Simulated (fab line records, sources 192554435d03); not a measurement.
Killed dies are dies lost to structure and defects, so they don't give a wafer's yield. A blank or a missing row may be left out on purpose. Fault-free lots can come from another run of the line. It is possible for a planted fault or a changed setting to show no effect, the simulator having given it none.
fab line records	flow n5_finfet
record lots=10	wafers=29	last_day=16
route steps=1938 shown HKMG_FIN@431 BEOL_M4@1111 PASSIVATION@1936
lots that met no fault: from a run of the same line without faults
start_h: hours from the record's opening day to when the first of the lot's shown wafers began	wait_h: hours since the lot's step before	" unchanged from the row above	L1.1+2: a single row standing in for several wafers	- no value, or no start given	* or withheld: withheld	< > ~ a bound
route shown NAME@n: names a module that has steps shown in the file, with the first one's number in the route	usual: average and standard deviation across the fault-free wafers	same: alike in all rows	chamber/n: place in a boat	sites: the reading at each site	_std_site: their standard deviation	_edge_site: the outer-site mean with the inner-site mean subtracted	radius_mm: how far each site lies from the wafer's centre	mask NAME#n: copy n	behind: the last tool/chamber to shape the wafer	hold: the reason the lot was held/the length of the hold in hours/how it ended	device: which transistor (n, p or np) failed to switch	end of line: the route-end tests of the same wafers	a step with no rows: only its recipe	killed: not the wafer's yield, but the dies lost to structure and defects at the first sort	map: a wafer's dies, x killed, . not, _ none there
set.NAME: the run value of the setting; set.NAME@STEP: its run value at that earlier step	model.NAME: the simulator's own value behind a step, which no gauge read
route steps across a sampled set of lots; one table per step, one row per wafer
services: when a tool's chamber went out of use (start_h, in hours from the record's first day, below 0 if earlier), for how many hours, and the reason
## steps
# step N5_HKMG_FIN_OVL_MEAS_13
# recipe points_per_wafer=44
# usual NWFM_OVL=-0.3/0.68
lot.wafer	tool	chamber	start_h	wait_h	NWFM_OVL[nm]
L259.2	overlay-02	0	85.64	0.0	-0.4
L259.6	"	0	"	"	-0.4
L260.2	overlay-02	0	94.21	0.0	-0.4
L260.5	"	0	"	"	0.0
L260.6	"	0	"	"	-0.5
L261.1	overlay-02	0	101.57	0.0	-1.2
L261.3	"	0	"	"	0.0
L261.6	"	0	"	"	-0.6
L262.3	overlay-01	0	105.15	0.0	0.9
L262.5	"	0	"	"	1.6
L262.6	"	0	"	"	-0.2
L268.2	overlay-02	0	142.67	0.0	-0.4
L268.3	"	0	"	"	-0.1
L268.6	"	0	"	"	0.2
L271.1	overlay-01	0	159.76	0.0	0.8
L271.2	"	0	"	"	-0.4
L271.4	"	0	"	"	0.5
L272.1	overlay-01	0	168.62	0.0	-1.7
L272.4	"	0	"	"	-0.6
L272.6	"	0	"	"	-1.6
L274.1	overlay-02	0	175.54	0.0	0.5
L274.3	"	0	"	"	-0.5
L274.4	"	0	"	"	0.3
L275.2	overlay-01	0	182.98	0.0	-0.9
L275.4	"	0	"	"	-0.1
L275.6	"	0	"	"	0.5
L279.2	overlay-01	0	207.12	0.0	-1.6
L279.3	"	0	"	"	0.9
L279.4	"	0	"	"	-0.7
# step N5_HKMG_FIN_DESCUM_17
# recipe chemistry=O2	time_s=7.9	source_power_w=50	bias_power_w=20	pressure_mtorr=20	rf_frequency_hz=2.712e+07	temp_c=40	resist=CAR-ArF	o2_flow_sccm=225
# usual drypump_motor_current_A=5.7/0.38	oes_product_au=0.75/0.079	rf_vpp_V=243.1/1.2	showerhead_plenum_p_Torr=2.09/0.069	throttle_valve_pct=20.61/0.21
lot.wafer	tool	chamber	start_h	wait_h	drypump_motor_current_A	oes_product_au	rf_hours_counter_h	rf_vpp_V	showerhead_plenum_p_Torr	throttle_valve_pct
L259.2	rie_diel-02	1	85.93	0.3	5.5	0.75	171	244.7	2.20	20.78
L259.6	"	2	"	"	5.0	0.75	-	243.1	2.09	20.47
L260.2	rie_diel-06	3	94.26	0.0	5.9	0.71	209	244.4	2.07	20.99
L260.5	"	3	"	"	5.9	0.71	-	242.3	2.07	20.96
L260.6	"	0	"	"	5.9	0.68	-	242.7	2.14	20.47
L261.1	rie_diel-04	0	101.69	0.1	6.1	0.81	79	243.5	2.04	20.46
L261.3	"	2	"	"	6.4	0.76	156	240.4	2.00	20.29
L261.6	"	2	"	"	6.4	0.74	-	242.1	2.00	20.30
L262.3	rie_diel-02	2	105.21	0.0	5.0	0.74	172	242.1	2.09	20.48
L262.5	"	0	"	"	5.3	0.95	-	243.5	2.11	20.43
L262.6	"	3	"	"	5.8	0.89	-	244.3	2.24	20.49
L268.2	rie_diel-06	0	142.96	0.3	5.9	0.66	262	244.4	2.13	20.51
L268.3	"	2	"	"	5.3	0.72	195	242.1	1.99	20.63
L268.6	"	2	"	"	5.3	0.72	-	241.5	1.99	20.64
L271.1	rie_diel-06	0	159.82	0.0	6.0	0.66	270	243.4	2.12	20.51
L271.2	"	2	"	"	5.2	0.72	203	242.0	1.99	20.64
L271.4	"	2	"	"	5.3	0.72	-	241.5	1.99	20.65
L272.1	rie_diel-06	3	168.68	0.0	5.9	0.69	245	243.2	2.05	21.04
L272.4	"	0	"	"	5.9	0.65	-	243.1	2.12	20.52
L272.6	"	2	"	"	5.3	0.71	-	241.2	1.99	20.65
L274.1	rie_diel-06	0	175.75	0.2	5.9	0.65	277	244.0	2.12	20.53
L274.3	"	3	"	"	5.9	0.68	248	242.8	2.05	21.03
L274.4	"	3	"	"	5.9	0.68	-	243.3	2.05	21.03
L275.2	rie_diel-04	0	183.03	0.0	6.2	0.79	108	241.6	2.03	20.49
L275.4	"	1	"	"	5.4	0.89	56	243.2	2.11	20.39
L275.6	"	2	"	"	6.4	0.74	-	241.4	1.99	20.33
L279.2	rie_diel-06	3	207.18	0.0	5.9	0.66	262	243.1	2.05	21.06
L279.3	"	2	"	"	5.3	0.70	224	240.9	1.98	20.67
L279.4	"	1	"	"	6.1	0.69	-	245.0	2.14	20.74
# step N5_HKMG_FIN_ETCH_86
# recipe chemistry=N2/H2	target=SOC	target_depth_a=3932	stop_on=TiN	ion_energy_ev=100	bias_w=61	pressure_mtorr=30	source_w=850	n2_flow_sccm=200	h2_flow_sccm=200
# usual drypump_motor_current_A=5.6/0.38	oes_product_au=0.75/0.081	rf_fwd_power_W=843.7/2.8	rf_vpp_V=240.9/1.3	showerhead_plenum_p_Torr=2.55/0.084	throttle_valve_pct=17.98/0.22
lot.wafer	tool	chamber	start_h	wait_h	drypump_motor_current_A	oes_product_au	rf_fwd_power_W	rf_hours_counter_h	rf_vpp_V	showerhead_plenum_p_Torr	throttle_valve_pct
L259.2	rie_diel-02	1	87.25	-	5.6	0.73	842.1	172	243.7	2.65	18.02
L259.6	"	2	"	"	5.0	0.74	847.8	-	240.6	2.53	17.82
L260.2	rie_diel-04	2	95.66	-	6.4	0.75	847.3	154	238.9	2.45	17.77
L260.5	"	0	"	"	6.2	0.80	847.4	-	239.3	2.46	17.60
L260.6	"	1	"	"	5.4	0.91	841.8	-	241.2	2.59	17.79
L261.1	rie_diel-06	0	103.02	-	5.9	0.67	843.7	243	241.0	2.59	17.91
L261.3	"	0	"	"	6.0	0.68	843.3	-	241.0	2.59	17.89
L261.6	"	3	"	"	5.9	0.71	840.8	-	240.2	2.52	18.31
L262.3	rie_diel-06	0	106.60	-	6.0	0.67	835.4	-	241.6	2.59	17.90
L262.5	"	3	"	"	6.0	0.71	843.1	-	240.6	2.52	18.34
L262.6	"	0	"	"	6.0	0.67	837.7	-	241.1	2.59	17.91
L268.2	rie_diel-06	3	144.29	-	5.9	0.70	1048.5	234	223.5	2.51	18.36
L268.3	"	0	"	"	5.9	0.67	1048.0	263	223.3	2.58	17.93
L268.6	"	3	"	"	5.9	0.70	1046.8	-	223.2	2.51	18.37
L271.1	rie_diel-06	3	161.14	-	5.9	0.70	1049.1	241	224.0	2.51	18.40
L271.2	"	0	"	"	6.0	0.66	1047.0	270	224.8	2.58	17.96
L271.4	"	2	"	"	5.2	0.73	1050.9	-	222.8	2.41	18.05
L272.1	rie_diel-06	0	170.00	-	5.9	0.66	1048.0	275	222.7	2.58	17.96
L272.4	"	2	"	"	5.3	0.73	1050.1	-	222.6	2.41	18.06
L272.6	"	3	"	"	6.0	0.69	1044.2	-	223.4	2.50	18.39
L274.1	rie_diel-02	0	177.07	-	5.3	0.86	847.4	43	242.0	2.59	18.00
L274.3	"	2	"	"	5.0	0.71	848.3	200	240.4	2.51	17.88
L274.4	"	0	"	"	5.3	0.86	844.3	-	241.8	2.59	18.00
L275.2	rie_diel-02	3	184.35	-	5.8	0.83	840.0	57	241.7	2.68	17.74
L275.4	"	0	"	"	5.3	0.86	846.4	46	240.1	2.59	18.00
L275.6	"	3	"	"	5.7	0.84	841.7	-	242.0	2.68	17.74
L279.2	rie_diel-02	2	208.50	-	5.0	0.71	846.1	210	240.4	2.51	17.89
L279.3	"	1	"	"	5.5	0.70	849.4	211	241.2	2.63	18.10
L279.4	"	3	"	"	5.7	0.83	841.2	67	244.5	2.68	17.76
# step N5_HKMG_FIN_ETCHBACK_68
# recipe chemistry=Cl2/Ar	stop_on=HfO2	target_depth_a=5	pressure_mtorr=10	icp_w=600	bias_w=60	Cl2_flow_sccm=40	Ar_flow_sccm=60
# usual drypump_motor_current_A=5.8/0.37	mfc_ar_sccm=60.01/0.2	oes_product_au=0.76/0.11	throttle_valve_pct=20.9/0.32
lot.wafer	tool	chamber	start_h	wait_h	drypump_motor_current_A	mfc_ar_sccm	oes_product_au	rf_hours_counter_h	throttle_valve_pct
L259.2	rie_metal-01	1	88.58	0.1	6.5	60.05	0.71	-	20.9
L259.6	"	1	"	"	6.5	59.97	0.70	-	20.9
L260.2	rie_metal-01	1	96.96	0.0	6.5	60.11	0.70	64	20.9
L260.5	"	0	"	"	5.4	59.99	0.98	-	20.8
L260.6	"	1	"	"	6.5	59.47	0.71	-	20.9
L261.1	rie_metal-01	0	104.40	0.0	5.4	60.38	0.96	0	20.8
L261.3	"	0	"	"	5.4	60.33	0.79	-	20.9
L261.6	"	0	"	"	5.4	60.29	0.95	-	20.8
L262.3	rie_metal-03	1	107.97	0.1	5.7	60.25	0.59	-	20.6
L262.5	"	1	"	"	5.7	60.37	0.59	-	20.6
L262.6	"	0	"	"	5.8	59.93	0.73	-	21.1
L268.2	rie_metal-02	0	145.69	0.0	5.9	59.73	0.64	98	21.0
L268.3	"	0	"	"	5.9	59.96	0.64	-	21.0
L268.6	"	1	"	"	5.3	59.93	0.78	-	21.2
L271.1	rie_metal-01	0	162.43	0.0	5.4	60.11	0.89	6	20.8
L271.2	"	1	"	"	6.5	60.36	0.68	70	20.9
L271.4	"	1	"	"	6.5	60.03	0.69	-	20.9
L272.1	rie_metal-03	0	171.29	0.0	5.8	59.69	0.71	73	21.1
L272.4	"	1	"	"	5.7	59.86	0.93	-	20.3
L272.6	"	0	"	"	5.7	59.75	0.71	-	21.2
L274.1	rie_metal-03	1	178.37	0.0	5.7	59.92	0.93	4	20.3
L274.3	"	0	"	"	5.8	59.94	0.71	-	21.2
L274.4	"	1	"	"	5.7	59.71	0.92	-	20.3
L275.2	rie_metal-03	1	185.64	0.0	5.7	60.26	0.91	4	20.3
L275.4	"	1	"	"	5.7	59.92	0.92	-	20.3
L275.6	"	1	"	"	5.7	60.14	0.92	-	20.3
L279.2	rie_metal-03	1	209.87	0.0	5.8	60.12	0.90	6	20.3
L279.3	"	0	"	"	5.7	59.83	0.70	-	21.2
L279.4	"	1	"	"	5.7	60.09	0.90	-	20.3
# step N5_BEOL_M4_RC_MEAS_101
# usual DIBL_N=36.3/1.6	DIBL_P=36.2/2.1	IOFF_N=0.16/0.031	IOFF_P=0.21/0.034	ION_N=673/11	ION_P=461/7.4	SS_N=71.6/0.55	SS_P=73.3/0.66	VT_N=251/3.2	VT_P=-251/3.5
lot.wafer	tool	chamber	start_h	wait_h	DIBL_N[mV/V]	DIBL_P[mV/V]	IOFF_N[nA/um]	IOFF_P[nA/um]	ION_N[uA/um]	ION_P[uA/um]	SS_N[mV/dec]	SS_P[mV/dec]	VT_N[mV]	VT_P[mV]
L259.2	prober-02	0	163.25	0.2	33.4	33.4	0.12	0.15	664	452	70.8	72.9	258	-254
L259.6	"	0	"	"	35.0	36.1	0.15	0.20	661	453	71.6	73.3	249	-251
L260.2	prober-01	0	180.04	0.2	37.1	37.1	0.18	0.21	673	458	72.1	74.2	248	-250
L260.5	"	0	"	"	34.0	33.1	0.12	0.16	648	447	71.8	72.7	254	-255
L260.6	"	0	"	"	35.2	35.2	0.15	0.18	679	456	72.0	73.1	250	-254
L261.1	prober-02	0	185.05	0.0	36.0	35.8	0.14	0.22	661	460	72.0	73.4	255	-250
L261.3	"	0	"	"	38.8	39.2	0.20	0.28	679	467	71.9	74.3	249	-244
L261.6	"	0	"	"	38.9	39.4	0.19	0.28	675	473	72.2	74.7	248	-244
L262.3	prober-01	0	188.45	0.3	34.0	34.1	0.12	0.20	665	465	70.5	73.1	253	-249
L262.5	"	0	"	"	35.5	35.7	0.15	0.21	666	461	70.8	73.2	251	-247
L262.6	"	0	"	"	32.7	32.4	0.11	0.18	669	468	70.6	72.9	256	-252
L274.1	prober-02	0	253.81	0.0	36.2	33.6	0.13	0.19	663	451	71.1	72.5	253	-255
L274.3	"	0	"	"	38.6	36.5	0.18	0.23	679	464	71.7	73.8	252	-248
L274.4	"	0	"	"	35.8	33.4	0.13	0.19	653	456	71.4	73.3	253	-254
L275.2	prober-01	0	261.83	0.2	37.7	38.2	0.18	0.22	687	465	71.7	73.5	249	-252
L275.4	"	0	"	"	37.0	36.0	0.15	0.20	668	461	72.2	73.6	250	-255
L275.6	"	0	"	"	38.1	37.4	0.19	0.23	676	464	72.0	73.1	250	-248
L279.2	prober-01	0	295.65	0.2	34.2	32.7	0.10	0.14	656	455	70.4	71.8	257	-254
L279.3	"	0	"	"	37.2	37.0	0.15	0.19	667	456	71.2	72.6	251	-253
L279.4	"	0	"	"	36.9	36.4	0.14	0.19	666	463	71.6	72.9	252	-255
# step N5_PASSIVATION_PROBE_49
# usual defect_limited_yield=91.5/1.5	killed_at_M0_to_M3=32/9.4	killed_at_M4_up=12/5.1	killed_at_contacts=11/7.4	killed_at_front_end=41/11	killed_at_other=3.4/2.5	killed_dies=100/17	killed_on_rim=13/4.4	killed_open=65/14	killed_short=33/7	sort_bin_5_function=4.9/0.96	sort_bin_6_memory=3.1/0.7	sort_bin_8_speed=0.00/0.01	sort_n_pass=1080/17	sort_yield_pct=91.5/1.5
# same gross_dies=1180	killed_at_back_side=0	sort_bin_4_leakage[%]=0
lot.wafer	tool	chamber	start_h	wait_h	defect_limited_yield[%]	killed_at_M0_to_M3	killed_at_M4_up	killed_at_contacts	killed_at_front_end	killed_at_other	killed_dies	killed_on_rim	killed_open	killed_short	sort_bin_5_function[%]	sort_bin_6_memory[%]	sort_bin_8_speed[%]	sort_n_pass	sort_yield_pct[%]
L268.2	prober-02	-	317.66	0.1	0	39	19	20	1102	0	1180	152	83	39	5.4	4.3	0	0	0
L268.3	prober-02	-	317.71	0.1	0	45	14	18	1102	1	1180	152	80	33	5.2	4.0	0	0	0
L268.6	prober-02	-	317.86	0.3	0	44	13	13	1110	0	1180	152	85	37	5.8	4.7	0	0	0
L271.1	prober-02	-	339.74	0.0	0	40	15	6	1112	7	1180	152	67	30	5.1	2.9	0	0	0
L271.2	prober-02	-	339.79	0.1	0	26	15	7	1131	1	1180	152	65	35	6.0	2.3	0	0	0
L271.4	prober-02	-	339.89	0.2	0	28	8	14	1129	1	1180	152	68	33	4.9	3.4	0	0	0
L272.1	prober-02	-	349.82	0.0	0	35	7	18	1120	0	1180	152	75	34	5.8	3.1	0	0	0
L272.4	prober-02	-	349.97	0.2	0	43	8	9	1114	6	1180	152	59	48	5.1	3.4	0	0	0
L272.6	prober-02	-	350.07	0.3	0	38	15	21	1104	2	1180	152	87	23	5.8	3.1	0	0	0
L274.1	prober-02	-	350.99	0.0	91.8	50	12	4	27	4	97	11	57	34	5.1	2.4	0	1083	91.8
L274.3	prober-02	-	351.09	0.1	92.2	32	17	11	24	8	92	11	59	31	3.9	3.9	0	1088	92.2
L274.4	prober-02	-	351.14	0.2	91.8	44	11	7	31	4	97	9	60	30	4.5	2.9	0	1083	91.8
L275.2	prober-01	-	351.85	0.1	90.9	25	6	16	55	5	107	16	73	26	3.9	4.3	0	1073	90.9
L275.4	prober-01	-	351.95	0.2	90.4	33	11	19	49	1	113	14	68	37	4.8	3.6	0	1067	90.4
L275.6	prober-01	-	352.05	0.3	91.1	32	7	16	46	4	105	14	66	35	5.0	3.1	0	1075	91.1
# killed by level:class
L268.2 HKMG_FIN:area_etch=1058 MOL_CONTACT_COAG:geometric_particle:open=14 STI_FIN_REVEAL:geometric_particle:open=9 BEOL_M0_SAQP:geometric_particle:short=7 BEOL_M2:geometric_particle:open=7 BEOL_M4:geometric_particle:open=7 DUMMY_GATE:geometric_particle:open=6 MOL_CONTACT_COAG:geometric_particle:short=6
L268.3 HKMG_FIN:area_etch=1067 MOL_CONTACT_COAG:geometric_particle:open=15 BEOL_M3:geometric_particle:open=12 BEOL_M1:geometric_particle:open=11 FIN_SAQP:geometric_particle:open=10 STI_FIN_REVEAL:geometric_particle:open=8 BEOL_M0_SAQP:geometric_particle:short=5 BEOL_M0_SAQP:geometric_particle:open=5
L268.6 HKMG_FIN:area_etch=1056 FIN_SAQP:geometric_particle:open=13 MOL_CONTACT_COAG:geometric_particle:open=13 BEOL_M1:geometric_particle:open=11 BEOL_M1:geometric_particle:short=8 STI_FIN_REVEAL:geometric_particle:open=7 ILD0:geometric_particle:open=7 BEOL_M0_SAQP:geometric_particle:short=7
L271.1 HKMG_FIN:area_etch=1082 BEOL_M0_SAQP:geometric_particle:short=12 BEOL_M0_SAQP:geometric_particle:open=12 BEOL_M1:geometric_particle:open=7 BEOL_M4:geometric_particle:open=6 PASS1_DEP:geometric_particle:open=6 DUMMY_GATE:geometric_particle:open=5 MOL_CONTACT_COAG:geometric_particle:open=5
L271.2 HKMG_FIN:area_etch=1080 STI_FIN_REVEAL:geometric_particle:open=14 FIN_SAQP:geometric_particle:short=12 BEOL_M0_SAQP:geometric_particle:short=8 BEOL_M0_SAQP:geometric_particle:open=8 FIN_SAQP:geometric_particle:open=7 MOL_CONTACT_COAG:geometric_particle:open=5 DUMMY_GATE:geometric_particle:open=4
L271.4 HKMG_FIN:area_etch=1078 FIN_SAQP:geometric_particle:open=15 MOL_CONTACT_COAG:geometric_particle:open=13 FIN_SAQP:geometric_particle:short=10 BEOL_M0_SAQP:geometric_particle:open=9 STI_FIN_REVEAL:geometric_particle:open=4 DUMMY_GATE:geometric_particle:open=4 BEOL_M2:geometric_particle:open=4
L272.1 HKMG_FIN:area_etch=1069 FIN_SAQP:geometric_particle:open=17 MOL_CONTACT_COAG:geometric_particle:open=14 BEOL_M1:geometric_particle:open=12 FIN_SAQP:geometric_particle:short=9 GATE_CUT:geometric_particle:short=6 BEOL_M3:geometric_particle:open=6 BEOL_M2:geometric_particle:open=5
L272.4 HKMG_FIN:area_etch=1073 FIN_SAQP:geometric_particle:short=17 BEOL_M0_SAQP:geometric_particle:open=12 FIN_SAQP:geometric_particle:open=11 BEOL_M0_SAQP:geometric_particle:short=8 BEOL_M3:geometric_particle:open=8 MOL_CONTACT_COAG:geometric_particle:open=6 BEOL_M1:geometric_particle:open=4
L272.6 HKMG_FIN:area_etch=1070 MOL_CONTACT_COAG:geometric_particle:open=17 FIN_SAQP:geometric_particle:open=10 BEOL_M0_SAQP:geometric_particle:open=9 BEOL_M2:geometric_particle:open=8 FIN_SAQP:geometric_particle:short=7 BEOL_M3:geometric_particle:open=7 BEOL_M5:geometric_particle:open=6
L274.1 BEOL_M0_SAQP:geometric_particle:short=15 BEOL_M0_SAQP:geometric_particle:open=11 BEOL_M4:geometric_particle:open=7 BEOL_M1:geometric_particle:open=6 HKMG_FIN:area_etch=6 STI_FIN_REVEAL:geometric_particle:open=5 BEOL_M3:geometric_particle:open=5 MOL_CONTACT_COAG:geometric_particle:open=4
L274.3 BEOL_M0_SAQP:geometric_particle:open=12 BEOL_M3:geometric_particle:open=11 FIN_SAQP:geometric_particle:short=7 MOL_CONTACT_COAG:geometric_particle:open=7 PAD_METAL:geometric_particle:short=7 FIN_SAQP:geometric_particle:open=6 BEOL_M5:geometric_particle:open=5 MOL_CONTACT_COAG:geometric_particle:short=4
L274.4 BEOL_M1:geometric_particle:open=16 FIN_SAQP:geometric_particle:short=8 BEOL_M3:geometric_particle:open=8 MOL_CONTACT_COAG:geometric_particle:open=6 BEOL_M0_SAQP:geometric_particle:open=6 HKMG_FIN:area_etch=6 FIN_SAQP:geometric_particle:open=5 BEOL_M0_SAQP:geometric_particle:short=5
L275.2 FIN_SAQP:geometric_particle:open=15 MOL_CONTACT_COAG:geometric_particle:open=13 BEOL_M3:geometric_particle:open=12 FIN_SAQP:geometric_particle:short=8 HKMG_FIN:area_etch=7 STI_FIN_REVEAL:geometric_particle:open=6 BEOL_M2:geometric_particle:open=5 GATE_CUT:geometric_particle:open=4
L275.4 MOL_CONTACT_COAG:geometric_particle:open=14 FIN_SAQP:geometric_particle:short=11 BEOL_M2:geometric_particle:open=8 HKMG_FIN:area_etch=8 STI_FIN_REVEAL:geometric_particle:open=7 BEOL_M3:geometric_particle:open=7 MOL_CONTACT_COAG:geometric_particle:short=5 BEOL_M0_SAQP:geometric_particle:short=5
L275.6 STI_FIN_REVEAL:geometric_particle:open=20 MOL_CONTACT_COAG:geometric_particle:open=11 BEOL_M0_SAQP:geometric_particle:short=10 BEOL_M0_SAQP:geometric_particle:open=8 GATE_CUT:geometric_particle:short=5 MOL_CONTACT_COAG:geometric_particle:short=5 BEOL_M3:geometric_particle:open=5 FIN_SAQP:geometric_particle:open=3
## services
tool	chamber	start_h	hours	kind
rie_metal-01	0	73.80	-	clean
rie_metal-01	0	73.80	20.9	scheduled_down
rie_metal-01	0	73.80	20.9	vent_cycle
rie_diel-02	0	75.70	2.6	repair
rie_diel-06	2	87.77	25.7	repair
rie_diel-06	1	88.98	2.9	repair
rie_diel-02	3	89.46	1.7	repair
rie_diel-06	1	102.88	93.9	repair
rie_diel-04	3	109.30	9.0	repair
rie_metal-01	-	113.60	0.4	repair
rie_metal-03	1	120.69	-	clean
rie_metal-03	1	120.69	21.9	scheduled_down
rie_metal-03	1	120.69	21.9	vent_cycle
rie_metal-02	-	150.85	2.8	pm
rie_diel-02	1	162.23	15.8	repair
rie_diel-02	-	192.75	0.2	repair
rie_diel-06	0	198.38	-	clean
rie_diel-06	0	198.38	-	consumable_replace:focus_ring
rie_diel-06	0	198.38	20.0	scheduled_down
rie_diel-06	0	198.38	20.0	vent_cycle
rie_diel-04	0	208.52	8.1	repair
## key
first_sign step=N5_HKMG_FIN_ETCH_86	reading=rf_fwd_power_W	direction=up	sigmas=74	usual=*	struck=*
effect step=N5_HKMG_FIN_ETCH_86	reading=rf_vpp_V	direction=down	sigmas=14	usual=240.9	struck=223.4
effect step=N5_PASSIVATION_PROBE_49	reading=killed_at_front_end	direction=up	sigmas=99+	usual=41	struck=1114
more_kills_born_at N5_HKMG_FIN_ETCH_86@rie_diel-06=9633
met_at N5_HKMG_FIN_ETCH_86
struck_lots L268,L271,L272
later_rows_left_out L268.2,L268.3,L268.6,L271.1,L271.2,L271.4,L272.1,L272.4,L272.6
not_acting_at N5_HKMG_FIN_OVL_MEAS_13,N5_HKMG_FIN_DESCUM_17,N5_HKMG_FIN_ETCHBACK_68
onset_between 106.60 144.29
fault kind=process_parameter_drift	tool=rie_diel-06	chamber=-	onset_h=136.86	steps=N5_HKMG_FIN_ETCH_86	channel=source_w	offset=204	shape=step	end_h=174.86	acts_in=these_recipes_only	stated=850
# later_rows_left_out: the simulator's readings of these wafers behind a module that went badly wrong aren't trusted and aren't shown, but for the sort
